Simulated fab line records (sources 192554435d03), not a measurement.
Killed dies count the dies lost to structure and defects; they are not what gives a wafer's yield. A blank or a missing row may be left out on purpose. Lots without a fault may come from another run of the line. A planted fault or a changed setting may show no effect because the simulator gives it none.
A lot that was struck, set against a sound lot + flow n5 finfet + 24 out of 1938 route steps
Sound: wafers L456.3, L456.5, L456.6. Struck: wafer L469.2. (L469.3 of the same lot was not struck and is left out.) The cause comes at the end.
At each step with rows: each side's tool, then ch and its chambers, then its first start. Under that, the readings that differ: sound wafers + struck wafers + difference of the means + sigmas: that difference in standard deviations of wafers without a fault.
alike: same words and numbers on both sides, and readings whose means sit less than 2 such deviations apart. not compared: any withheld reading, any reading some wafer has no value for, any bound like >300 that may hide the same value, and any number with overlapping values for which the record gives no deviation.
A row with sigmas, a row that says differs or no value, or rows on one side alone: a step with any of these is where the two part. Numbers that have no deviation but don't overlap get no sigmas and don't part them. Lack of a reading on every wafer of one side parts them only where that side has two or more wafers.

first, 1 step without rows for these wafers: N5_BEOL_M14_HARDBAKE_32 (time 120 s).
N5_BEOL_M14_CD_MEAS_28: the cd target is 284.4 nm.
  sound on cd sem-03 ch 0, day 12 01:55; struck on cd sem-02 ch 0, day 15 03:05
  alike: cd nm
N5_BEOL_M14_OVL_MEAS_29:
  sound on overlay-01 ch 0, day 12 01:56; struck on overlay-02 ch 0, day 15 03:07
  alike: M14_OVL
N5_BEOL_M14_INSPECT_30: inspects for defects (macro).
  sound on defect inspect-02, day 12 01:58; struck on defect inspect-01, day 15 03:08
  alike: raw defect count
then, 6 steps without rows for these wafers: N5_BEOL_M14_DESCUM_33 (chemistry O2, time 7.9 s); N5_BEOL_M14_ETCH_67 (etches SiARC in CF4, target depth 143 nm, time 238.3 s); N5_BEOL_M14_ETCH_68 (etches SOC in N2/H2, time 450 s); N5_BEOL_M14_STRIP_69 (strips in N2/H2); N5_BEOL_M14_TRENCH_ETCH_34 (etches SiO2 in C4F8/O2/Ar, target depth 556.65 nm, time 126.9 s); N5_BEOL_M14_STRIP_70 (strips in C4F8/O2/Ar).
N5_BEOL_M14_OCD_MEAS_35:
  sound on ocd-02, day 12 02:39; struck on ocd-02, day 15 04:03
  alike: trench depth nm
N5_BEOL_M14_STRIP_37: strips in O2.
  sound on rie diel-05 ch 0,1,3, day 12 03:45; struck on rie diel-05 ch 2, day 15 04:10
| reading                     | sound       | struck | difference | sigmas |
|-----------------------------|-------------|--------|------------|--------|
| drypump motor current A (A) | 5.9 6.6 6.1 | 5.1    | -1.1       | -2     |
  alike: oes product au, rf vpp V, showerhead plenum p Torr, throttle valve pct
  not compared: rf hours counter h
N5_BEOL_M14_ETCH_38: etches SiCN in CF4/N2, target depth 106.5 nm, time 120.6 s.
  sound on rie diel-05 ch 0,1,3, day 12 03:47; struck on rie diel-05 ch 2, day 15 04:13
| reading                                       | sound             | struck | difference | sigmas |
|-----------------------------------------------|-------------------|--------|------------|--------|
| drypump motor current A (A)                   | 5.9 6.7 6.1       | 5.1    | -1.1       | -2     |
| oes product au (a.u.)                         | 0.84 0.73 0.86    | 1.18   | +0.37      | +6     |
| model.etch.depth nm (nm)                      | 96.57 95.34 98.42 | 160.6  | +63.8      |        |
| model.SiO2_of_BEOL_M14_ILD_DEP_00.thk nm (nm) | 1055 1068 1082    | 1017   | -51        |        |
  alike: rf fwd power W, rf vpp V, showerhead plenum p Torr, throttle valve pct
  not compared: rf hours counter h
then, 2 steps without rows for these wafers: N5_BEOL_M14_PRECLEAN_39 (cleans in residue remover, time 60 s); N5_BEOL_M14_SRD_40 (time 30 s, dry time 30 s).
N5_BEOL_M14_DEGAS_41: time 60 s.
  sound on pvd sputter-02, day 12 04:31; struck on pvd sputter-02, day 15 04:31
  alike: heater power w
N5_BEOL_M14_PRE_CLEAN_42: time 30 s.
  sound on pvd sputter-02, day 12 04:33; struck on pvd sputter-02, day 15 04:33
  alike: heater power w
N5_BEOL_M14_SPUTTER_43: material TaN, target thk 15 nm, time 24.19 s.
  sound on pvd sputter-02, day 12 04:35; struck on pvd sputter-02, day 15 04:35
| reading                | sound          | struck | difference | sigmas |
|------------------------|----------------|--------|------------|--------|
| throttle valve pct (%) | 32.7 30.8 32.5 | 28.7   | -3.3       | -2     |
then, 3 steps without rows for these wafers: N5_BEOL_M14_SPUTTER_44 (material Ta, target thk 15 nm, time 24.19 s); N5_BEOL_M14_SPUTTER_45 (material Cu, target thk 100 nm, time 16.67 s); N5_BEOL_M14_ECD_47 (material Cu, target thk 1248 nm).
N5_BEOL_M14_ANNEAL_48: time 90 s.
  sound on rtp anneal-02 ch 0, day 12 05:08; struck on rtp anneal-02 ch 0, day 15 05:07
  alike: wafer_temp_C_max
N5_BEOL_M14_CMP_49: polishes, stops on SiO2, t overpolish 5.2 s, target thk 560 nm.
  sound on cmp-04 ch 1,2,3, day 12 05:28; struck on cmp-02 ch 2, day 15 05:33
| reading                                       | sound          | struck | difference | sigmas |
|-----------------------------------------------|----------------|--------|------------|--------|
| model.SiO2_of_BEOL_M14_ILD_DEP_00.thk nm (nm) | 1040 1053 1067 | 1002   | -51        |        |
  alike: barrier field endpoint s, motor current A, overpolish run s, platen rpm, slurry filter dp kPa, time to endpoint s
N5_BEOL_M14_THK_MEAS_50: measures by xrf.
  sound on film metro-01, day 12 05:39; struck on film metro-01, day 15 05:46
  alike: M14_THK

## WHERE THEY PART
Earliest at N5_BEOL_M14_STRIP_37; latest, in this record, at N5_BEOL_M14_SPUTTER_43. Later steps at which nothing parts them and some readings are alike: N5_BEOL_M14_ANNEAL_48, N5_BEOL_M14_CMP_49, N5_BEOL_M14_THK_MEAS_50.

WHY: what had been put in by the simulator
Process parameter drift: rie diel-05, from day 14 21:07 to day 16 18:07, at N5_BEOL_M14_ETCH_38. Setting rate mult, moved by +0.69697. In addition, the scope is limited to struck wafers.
